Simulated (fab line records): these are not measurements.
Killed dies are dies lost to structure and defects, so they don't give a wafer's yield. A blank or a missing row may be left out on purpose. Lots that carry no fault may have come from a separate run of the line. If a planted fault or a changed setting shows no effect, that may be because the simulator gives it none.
Chamber matching | flow nand-harc | NHARC_A_CONTACT_ETCH_102 on rie-diel-07: 4 sister chambers
The step etches the open film in CF4/O2, target depth 70 nm, overetch 7 nm, time 38.5 s. 4 wafers are shown with their chamber, then 9 later ones without.

## WAFERS WITH THEIR CHAMBER
wafer  | chamber | showerhead-plenum-p-Torr (Torr)
L080.5 | 3       | 1.27
L084.1 | 1       | 1.40
L084.2 | 0       | 1.36
L084.4 | 2       | 1.37

## WAFERS WHOSE CHAMBER IS MISSING
wafer  | showerhead-plenum-p-Torr (Torr)
L083.4 | 1.36
L083.5 | 1.36
L083.6 | 1.27
L086.1 | 1.27
L086.3 | 1.39
L086.6 | 1.37
L092.1 | 1.36
L092.2 | 1.39
L092.5 | 1.39

## WHICH CHAMBER EACH ONE RAN IN
wafer  | from the rows above     | in truth
L083.4 | can't be placed: 0 or 2 | 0
L083.5 | can't be placed: 0 or 2 | 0
L083.6 | 3                       | 3
L086.1 | 3                       | 3
L086.3 | can't be placed: 1 or 2 | 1
L086.6 | can't be placed: 2 or 0 | 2
L092.1 | can't be placed: 0 or 2 | 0
L092.2 | can't be placed: 1 or 2 | 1
L092.5 | can't be placed: 1 or 2 | 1
2 of 9 placed correctly. From these rows, 7 cannot be placed; in 7 the true chamber is one of the candidates. Placed wrongly: 0.
How it was worked out, from the rows above alone: a wafer's distance from a chamber is the root of the sum, over the readings, of the square of ((its reading less the chamber's mean) divided by the reading's scatter). If the next closest chamber is less than 2 further off than the closest, the wafer can't be placed; otherwise it belongs to the closest. A chamber's mean is the mean of its shown wafers. The scatter (one wafer shown for each chamber): square how far every hidden wafer sits from the nearest shown wafer, average those squares and take the square root.
